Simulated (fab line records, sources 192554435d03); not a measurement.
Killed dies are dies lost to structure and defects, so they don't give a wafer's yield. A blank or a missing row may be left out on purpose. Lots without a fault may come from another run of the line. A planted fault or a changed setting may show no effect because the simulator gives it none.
Split-lot experiment | flow n5_finfet | 7 lots, 39 wafers read, on a route of 1938 steps

THE SPLIT
At N5_PMOS_HMC_CHANNEL_EPI_DEVELOP_08 (develop time 30 s), the setting develop_time_s was moved away from the recipe's 30 s on 12 of the 39 wafers read, by -58.7% to -21.0%. The other wafers ran this setting at the recipe's value.

The file shows no step between the split and the reading.

THE READING
cd_nm, in nm, at N5_PMOS_HMC_CHANNEL_EPI_CD_MEAS_09 (target cd 237.4 nm). Fault-free wafers of this fab line usually give 237.6 nm, standard deviation 1.2 nm.

wafer  | tool, chamber at the split | develop_time_s as run, s | against the recipe | cd_nm, nm | against lot-mates on the recipe
L074.1 | litho_track-01, 0          | 13.39                    | -55.4%             | 231.4     | -5.1
L074.2 | litho_track-01, 0          | 30                       | recipe             | 236.6     | -
L074.3 | litho_track-01, 0          | 13.39                    | -55.4%             | 231.9     | -4.6
L074.4 | litho_track-01, 0          | 30                       | recipe             | 236.7     | -
L074.5 | litho_track-01, 0          | 13.39                    | -55.4%             | 230.7     | -5.8
L074.6 | litho_track-01, 0          | 30                       | recipe             | 236.3     | -
L087.1 | litho_track-01, 0          | 23.71                    | -21.0%             | 236.2     | -1.9
L087.2 | litho_track-01, 0          | 30                       | recipe             | 237.6     | -
L087.3 | litho_track-01, 0          | 23.71                    | -21.0%             | 235.7     | -2.4
L087.4 | litho_track-01, 0          | 30                       | recipe             | 238.4     | -
L087.5 | litho_track-01, 0          | 30                       | recipe             | 238.4     | -
L087.6 | litho_track-01, 0          | 23.71                    | -21.0%             | 236.5     | -1.6
L089.1 | litho_track-03, 0          | 12.39                    | -58.7%             | 232.1     | -6.8
L089.2 | litho_track-03, 0          | 12.39                    | -58.7%             | 233.1     | -5.8
L089.3 | litho_track-03, 0          | 12.39                    | -58.7%             | 233.7     | -5.2
L089.4 | litho_track-03, 0          | 30                       | recipe             | 239.4     | -
L089.5 | litho_track-03, 0          | 30                       | recipe             | 238.9     | -
L089.6 | litho_track-03, 0          | 30                       | recipe             | 238.3     | -
L092.1 | litho_track-05, 0          | 30                       | recipe             | 236.7     | -
L092.2 | litho_track-05, 0          | 30                       | recipe             | 238.9     | -
L092.3 | litho_track-05, 0          | 30                       | recipe             | 238.4     | -
L092.4 | litho_track-05, 0          | 30                       | recipe             | 237.1     | -
L092.5 | litho_track-05, 0          | 30                       | recipe             | 239.3     | -
L092.6 | litho_track-05, 0          | 30                       | recipe             | 237.7     | -
L093.1 | litho_track-05, 0          | 30                       | recipe             | 236.6     | -
L093.2 | litho_track-05, 0          | 19.23                    | -35.9%             | 236.0     | -1.1
L093.3 | litho_track-05, 0          | 19.23                    | -35.9%             | 235.5     | -1.6
L093.4 | litho_track-05, 0          | 30                       | recipe             | 238.3     | -
L093.5 | litho_track-05, 0          | 19.23                    | -35.9%             | 232.9     | -4.2
L093.6 | litho_track-05, 0          | 30                       | recipe             | 236.5     | -
L094.3 | litho_track-03, 0          | 30                       | recipe             | 237.4     | -
L094.4 | litho_track-03, 0          | 30                       | recipe             | 236.1     | -
L094.6 | litho_track-03, 0          | 30                       | recipe             | 236.8     | -
L095.1 | litho_track-01, 0          | 30                       | recipe             | 237.6     | -
L095.2 | litho_track-01, 0          | 30                       | recipe             | 237.5     | -
L095.3 | litho_track-01, 0          | 30                       | recipe             | 237.8     | -
L095.4 | litho_track-01, 0          | 30                       | recipe             | 238.3     | -
L095.5 | litho_track-01, 0          | 30                       | recipe             | 238.3     | -
L095.6 | litho_track-01, 0          | 30                       | recipe             | 237.2     | -

THE FIT
A straight line over all 39 wafers: cd_nm changes by +0.0933 nm for each +1% of develop_time_s; r = +0.90; the points scatter about the line by 1 nm.
The same after taking each lot's own level away (the mean of its wafers on the recipe; 39 wafers): +0.093 nm for each +1%; r = +0.94; scatter 0.77 nm.
On that fit, the largest move of develop_time_s shifts the reading by 5.5 nm.
The lots' own levels span 236.53 to 238.87 nm, that is 1.9 times the standard deviation above.
So the lot-to-lot level changes the slope little: the two slopes agree.
Check: with one of the wafers moved furthest among these (-58.7%) left out of the fit, the line predicts -5.2 nm for it against its lot-mates. It came out at -6.77 nm against them.

THE WHOLE CHAIN: every reading that the file lists as answering this split, in the file's order
step                               | what it does                                                           | reading                                                                     | change (the file's fit)                | r (the file's)
N5_PMOS_HMC_CHANNEL_EPI_CD_MEAS_09 | target cd 237.4 nm                                                     | cd_nm                                                                       | +0.0926 nm for each +1% of the setting | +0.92
N5_PMOS_HMC_CHANNEL_EPI_DESCUM_14  | chemistry O2, time 7.9 s                                               | PMOS_HMC_CHANNEL_EPI.cd_nm (the simulator's own value, which no gauge read) | +0.0944 nm for each +1% of the setting | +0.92
N5_PMOS_HMC_CHANNEL_EPI_ETCH_32    | etches BARC in N2/H2, stops on SiO2, target depth 85.8 nm, time 50.3 s | PMOS_HMC_CHANNEL_EPI.cd_nm (the simulator's own value, which no gauge read) | +0.0931 nm for each +1% of the setting | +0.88
N5_PMOS_HMC_CHANNEL_EPI_HM_OPEN_15 | chemistry CHF3/O2, target SiO2, target depth 40.6 nm, time 20.3 s      | PMOS_HMC_CHANNEL_EPI.cd_nm (the simulator's own value, which no gauge read) | +0.0918 nm for each +1% of the setting | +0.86
N5_PMOS_HMC_CHANNEL_EPI_ETCH_38    | etches SiO2 in CF4, target depth 1.5 nm                                | PMOS_HMC_CHANNEL_EPI.cd_nm (the simulator's own value, which no gauge read) | +0.0913 nm for each +1% of the setting | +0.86

THE FILE'S OWN FIT
cd_nm changes by +0.0926 nm for each +1% of develop_time_s, r = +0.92.
